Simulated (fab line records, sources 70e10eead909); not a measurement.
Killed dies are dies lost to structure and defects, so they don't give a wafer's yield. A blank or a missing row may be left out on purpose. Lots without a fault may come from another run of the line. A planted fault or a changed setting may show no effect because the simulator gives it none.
Tool commonality check | flow nand_harc | 11 lots, 33 wafers sampled

WHY IT WAS OPENED
At NHARC_P_STI_CD_MEAS_09 the reading cd_nm is flagged on 1 of 11 lots. Wafers without a fault read 199.6 nm, standard deviation 1.9.
Rule: a lot is flagged when every wafer of it that has a number lies more than 4 standard deviations from that mean, or none has a number. The other lots count as sound.

lot  | measured    | on        | cd_nm (nm), wafer by wafer | flag
L365 | day 2 21:12 | cd_sem-01 | 196.8 199.2 196.7          |
L366 | day 3 05:11 | cd_sem-03 | 240.3 242.4 240.2          | FLAGGED
L367 | day 3 12:31 | cd_sem-03 | 196.8 197.8 198.0          |
L375 | day 5 11:40 | cd_sem-03 | 202.8 203.3 203.8          |
L376 | day 5 17:10 | cd_sem-02 | 202.9 201.6 203.9          |
L377 | day 5 23:08 | cd_sem-01 | 200.0 197.8 198.9          |
L378 | day 6 08:32 | cd_sem-01 | 198.7 196.6 197.0          |
L380 | day 6 20:06 | cd_sem-03 | 199.1 197.8 198.7          |
L383 | day 7 14:13 | cd_sem-01 | 201.1 200.0 199.6          |
L385 | day 8 00:38 | cd_sem-02 | 198.3 198.1 197.0          |
L386 | day 8 04:59 | cd_sem-01 | 201.0 202.7 200.2          |
The numbers of the flagged lots are 241.0 nm on average: +41.4 nm against the usual, or +22 standard deviations.

WHICH TOOL RAN EACH LOT
The record holds 4 process steps before the reading, out of a route of 1159 steps. In each cell: the tool, then ch and the chambers that the sampled wafers went through, then the start.
lot  | flag    | NHARC_P_ZERO_WELL_DESCUM_13       | NHARC_P_ZERO_WELL_ETCH_62                    | NHARC_P_ZERO_WELL_RTA_42        | NHARC_P_STI_EXPOSE_06
L365 |         | rie_diel-05 ch 0,2,3, day 2 01:25 | rie_diel-05 ch 1,3, day 2 06:48 or earlier   | rtp_anneal-02 ch 0, day 2 06:48 | krf_scanner-04 ch 0, day 2 21:03
L366 | FLAGGED | rie_diel-03 ch 0,2, day 2 07:17   | rie_diel-03 ch 2, day 2 12:50 or earlier     | rtp_anneal-01 ch 0, day 2 12:50 | krf_scanner-04 ch 0, day 3 05:02
L367 |         | rie_diel-01 ch 2,3, day 2 13:19   | rie_diel-01 ch 0,2,3, day 2 18:58 or earlier | rtp_anneal-01 ch 0, day 2 18:58 | krf_scanner-04 ch 0, day 3 12:23
L375 |         | rie_diel-03 ch 0,1,2, day 4 13:25 | rie_diel-03 ch 0,1,3, day 4 18:49 or earlier | rtp_anneal-01 ch 0, day 4 18:49 | krf_scanner-01 ch 0, day 5 11:31
L376 |         | rie_diel-05 ch 1,2,3, day 4 19:25 | rie_diel-05 ch 2,3, day 5 01:18 or earlier   | rtp_anneal-01 ch 0, day 5 01:18 | krf_scanner-01 ch 0, day 5 17:01
L377 |         | rie_diel-05 ch 2,3, day 5 01:26   | rie_diel-05 ch 2,3, day 5 06:58 or earlier   | rtp_anneal-01 ch 0, day 5 06:58 | krf_scanner-04 ch 0, day 5 22:59
L378 |         | rie_diel-03 ch 1,2,3, day 5 07:25 | rie_diel-03 ch 1,2, day 5 13:01 or earlier   | rtp_anneal-02 ch 0, day 5 13:01 | krf_scanner-01 ch 0, day 6 08:23
L380 |         | rie_diel-03 ch 1,3, day 5 19:24   | rie_diel-03 ch 0,2,3, day 6 01:10 or earlier | rtp_anneal-01 ch 0, day 6 01:10 | krf_scanner-01 ch 0, day 6 19:57
L383 |         | rie_diel-01 ch 1,2,3, day 6 13:26 | rie_diel-01 ch 2,3, day 6 19:10 or earlier   | rtp_anneal-01 ch 0, day 6 19:10 | krf_scanner-02 ch 0, day 7 14:04
L385 |         | rie_diel-03 ch 1,2,3, day 7 01:25 | rie_diel-03 ch 0,1,3, day 7 07:03 or earlier | rtp_anneal-01 ch 0, day 7 07:03 | krf_scanner-04 ch 0, day 8 00:28
L386 |         | rie_diel-01 ch 1,3, day 7 07:25   | rie_diel-01 ch 0,1,2, day 7 12:57 or earlier | rtp_anneal-01 ch 0, day 7 12:57 | krf_scanner-01 ch 0, day 8 04:50
What these steps do:
- NHARC_P_ZERO_WELL_DESCUM_13: chemistry O2, time 3 s.
- NHARC_P_ZERO_WELL_ETCH_62: etches the open film in CHF3/Ar, target depth 13 nm, time 6.5 s.
- NHARC_P_ZERO_WELL_RTA_42: time 300 s.
- NHARC_P_STI_EXPOSE_06: exposes mask P STI, target cd 200 nm.
- NHARC_P_STI_CD_MEAS_09: target cd 200 nm.

FLAGGED OVER TOTAL, TOOL BY TOOL (the gauges that took the reading come last)
step                        | tool           | lots run | flagged | share of the flagged lots | sound lots run after its first flagged lot
NHARC_P_ZERO_WELL_DESCUM_13 | rie_diel-01    | 3        | 0       | none                      | -
NHARC_P_ZERO_WELL_DESCUM_13 | rie_diel-03    | 5        | 1       | all                       | 4 (L375,L378,L380,L385)
NHARC_P_ZERO_WELL_DESCUM_13 | rie_diel-05    | 3        | 0       | none                      | -
NHARC_P_ZERO_WELL_ETCH_62   | rie_diel-01    | 3        | 0       | none                      | -
NHARC_P_ZERO_WELL_ETCH_62   | rie_diel-03    | 5        | 1       | all                       | 4 (L375,L378,L380,L385)
NHARC_P_ZERO_WELL_ETCH_62   | rie_diel-05    | 3        | 0       | none                      | -
NHARC_P_ZERO_WELL_RTA_42    | rtp_anneal-01  | 9        | 1       | all                       | 8 (L367,L375,L376,L377,L380,L383,L385,L386)
NHARC_P_ZERO_WELL_RTA_42    | rtp_anneal-02  | 2        | 0       | none                      | -
NHARC_P_STI_EXPOSE_06       | krf_scanner-01 | 5        | 0       | none                      | -
NHARC_P_STI_EXPOSE_06       | krf_scanner-02 | 1        | 0       | none                      | -
NHARC_P_STI_EXPOSE_06       | krf_scanner-04 | 5        | 1       | all                       | 3 (L367,L377,L385)
NHARC_P_STI_CD_MEAS_09      | cd_sem-01      | 5        | 0       | none                      | -
NHARC_P_STI_CD_MEAS_09      | cd_sem-02      | 2        | 0       | none                      | -
NHARC_P_STI_CD_MEAS_09      | cd_sem-03      | 4        | 1       | all                       | 3 (L367,L375,L380)
NHARC_P_ZERO_WELL_ETCH_62 gives no start for some lots, so the hours and the order of its lots are those of NHARC_P_ZERO_WELL_RTA_42.

WHAT THE TABLE ALLOWS
5 rows of the table ran every flagged lot: rie_diel-03 at NHARC_P_ZERO_WELL_DESCUM_13, rie_diel-03 at NHARC_P_ZERO_WELL_ETCH_62, rtp_anneal-01 at NHARC_P_ZERO_WELL_RTA_42, krf_scanner-04 at NHARC_P_STI_EXPOSE_06, cd_sem-03 at NHARC_P_STI_CD_MEAS_09.
- rie_diel-03 at NHARC_P_ZERO_WELL_DESCUM_13: 1 of its 5 lots flagged. Sound lots ran on it after the first flagged one (L375, L378, L380, L385), which a lasting fault on the whole tool wouldn't allow.
- rie_diel-03 at NHARC_P_ZERO_WELL_ETCH_62: 1 of its 5 lots flagged. Sound lots ran on it after the first flagged one (L375, L378, L380, L385), which a lasting fault on the whole tool wouldn't allow.
- rtp_anneal-01 at NHARC_P_ZERO_WELL_RTA_42: 1 of its 9 lots flagged. Sound lots ran on it after the first flagged one (L367, L375, L376, L377, L380, L383, L385, L386), which a lasting fault on the whole tool wouldn't allow.
- krf_scanner-04 at NHARC_P_STI_EXPOSE_06: 1 of its 5 lots flagged. Sound lots ran on it after the first flagged one (L367, L377, L385), which a lasting fault on the whole tool wouldn't allow.
- cd_sem-03 at NHARC_P_STI_CD_MEAS_09: 1 of its 4 lots flagged. Sound lots ran on it after the first flagged one (L367, L375, L380), which a lasting fault on the whole tool wouldn't allow.
No row of the table ran every flagged lot and no sound lot after the first.

WHAT THE SIMULATOR HAD PUT IN
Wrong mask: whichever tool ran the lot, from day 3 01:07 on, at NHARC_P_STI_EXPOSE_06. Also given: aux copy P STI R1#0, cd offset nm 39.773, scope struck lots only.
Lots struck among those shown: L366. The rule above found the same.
